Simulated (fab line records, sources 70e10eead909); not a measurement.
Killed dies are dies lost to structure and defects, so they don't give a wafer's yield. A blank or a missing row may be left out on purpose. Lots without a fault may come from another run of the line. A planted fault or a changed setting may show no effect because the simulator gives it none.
Chamber matching | flow nand_harc | NHARC_A_STAIRCASE_DESCUM_168 on rie_diel-10: 4 sister chambers
The step chemistry O2, time 3 s. 16 wafers are shown with their chamber, then 8 later ones without.

WAFERS WITH THEIR CHAMBER
wafer  | chamber | drypump_motor_current_A (A) | oes_product_au (a.u.) | showerhead_plenum_p_Torr (Torr)
L080.1 | 3       | 6.0                         | 0.989                 | 1.98
L080.2 | 0       | 5.5                         | 1.002                 | 2.06
L080.4 | 2       | 5.4                         | 1.009                 | 1.77
L080.3 | 1       | 5.7                         | 1.017                 | 1.92
L080.5 | 3       | 5.9                         | 0.993                 | 1.98
L080.6 | 2       | 5.4                         | 1.014                 | 1.77
L085.2 | 2       | 5.4                         | 1.023                 | 2.07
L085.5 | 0       | 5.5                         | 0.997                 | 2.05
L085.6 | 3       | 5.9                         | 0.994                 | 1.97
L089.4 | 2       | 5.4                         | 1.017                 | 2.07
L089.5 | 1       | 5.7                         | 1.018                 | 1.92
L089.6 | 0       | 5.5                         | 0.994                 | 2.05
L088.2 | 0       | 5.4                         | 1.004                 | 2.05
L088.3 | 3       | 5.9                         | 1.000                 | 1.97
L088.6 | 1       | 5.7                         | 1.027                 | 1.92
L088.1 | 1       | 5.7                         | 1.020                 | 1.92

SIGNATURES (means of the wafers above)
reading                  | chamber 0 | chamber 1 | chamber 2 | chamber 3 | scatter within a chamber
drypump_motor_current_A  | 5.475     | 5.700     | 5.400     | 5.925     | 0.0354
oes_product_au           | 0.99925   | 1.02050   | 1.01575   | 0.99400   | 0.0049
showerhead_plenum_p_Torr | 2.0525    | 1.9200    | 1.9200    | 1.9750    | 0.0867
Rule: a wafer's distance from a chamber is the root of the sum, over the readings, of the square of ((its reading less the chamber's mean) divided by the reading's scatter). The wafer belongs to the nearest chamber; if the next one is less than 2 further off, it can't be placed. The scatter: the root of (the sum of the squares of (reading less its chamber's mean) over the shown wafers, divided by (wafers less chambers)).

WAFERS WITHOUT THEIR CHAMBER
wafer  | drypump_motor_current_A (A) | oes_product_au (a.u.) | showerhead_plenum_p_Torr (Torr)
L088.4 | 5.4                         | 1.032                 | 2.07
L088.5 | 5.4                         | 1.011                 | 2.05
L091.1 | 5.4                         | 1.014                 | 2.07
L091.5 | 5.4                         | 1.015                 | 2.07
L091.6 | 5.8                         | 1.017                 | 1.91
L093.1 | 5.7                         | 1.006                 | 1.91
L093.2 | 5.4                         | 1.014                 | 2.07
L093.5 | 5.7                         | 1.022                 | 1.91

WHICH CHAMBER EACH WENT THROUGH
wafer  | from the rows above     | in truth
L088.4 | 2                       | 2
L088.5 | can't be placed: 2 or 0 | 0
L091.1 | can't be placed: 2 or 0 | 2
L091.5 | 2                       | 2
L091.6 | 1                       | 1
L093.1 | 1                       | 1
L093.2 | can't be placed: 2 or 0 | 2
L093.5 | 1                       | 1
Placed correctly: 5 of 8. Can't be placed from these rows: 3 (the true chamber is among the candidates in 3). Placed wrongly: 0.
